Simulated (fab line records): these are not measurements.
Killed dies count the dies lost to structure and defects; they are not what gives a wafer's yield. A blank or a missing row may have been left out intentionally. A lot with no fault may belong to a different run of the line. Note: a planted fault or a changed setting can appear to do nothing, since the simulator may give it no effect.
Chamber matching ; flow n5 finfet ; 3 sister chambers for N5_BEOL_M8_DEP_56 on pecvd-02
The step deposits SiCN from 3MS/NH3, target thk 10 nm, time 17.5 s. 18 wafers are shown with their chamber, then 9 later ones without.

## WAFERS, EACH WITH ITS CHAMBER
wafer;chamber;showerhead plenum p Torr (Torr);throttle valve pct (%)
L074.1;0;3.673;8.7
L074.3;1;3.670;8.7
L074.6;0;3.676;8.6
L077.3;0;3.675;9.2
L077.4;2;3.678;9.4
L077.6;1;3.646;8.9
L081.4;1;3.644;8.6
L081.5;2;3.678;9.2
L081.6;0;3.672;9.0
L086.2;0;3.678;8.9
L086.3;1;3.656;8.4
L086.5;1;3.652;8.9
L087.2;2;3.679;9.5
L087.3;1;3.660;8.9
L087.6;1;3.656;8.7
L091.2;0;3.669;9.0
L091.5;0;3.674;8.8
L091.6;1;3.662;8.8

SIGNATURES (means of the wafers above)
reading;chamber 0;chamber 1;chamber 2;scatter within a chamber
showerhead plenum p Torr;3.67386;3.65575;3.67833;0.0061
throttle valve pct;8.886;8.738;9.367;0.185
Rule: a wafer's distance from a chamber is the root of the sum, over the readings, of the square of ((its reading less the chamber's mean) divided by the reading's scatter). If the next closest chamber is less than 2 further off than the closest, the wafer can't be placed; otherwise it belongs to the closest. How the scatter is found: for the shown wafers, subtract from each reading the mean of its chamber, square and add these, divide the total by (wafers less chambers), then take the root.

## WAFERS WITH NO CHAMBER GIVEN
wafer;showerhead plenum p Torr (Torr);throttle valve pct (%)
L094.1;3.675;9.5
L094.2;3.646;8.7
L094.6;3.682;9.1
L093.3;3.677;9.6
L093.4;3.676;8.9
L093.6;3.679;9.6
L096.2;3.654;9.1
L096.4;3.677;9.4
L096.5;3.676;8.9

## THE CHAMBER EACH PASSED THROUGH
wafer;from the rows above;in truth
L094.1;2;2
L094.2;1;1
L094.6;can't be placed: 2 or 0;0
L093.3;2;2
L093.4;0;0
L093.6;2;2
L096.2;can't be placed: 1 or 0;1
L096.4;2;2
L096.5;0;0
7 of 9 placed correctly. Not placeable from these rows: 2 (in 2, the candidates include the true chamber). Placed wrongly: 0.
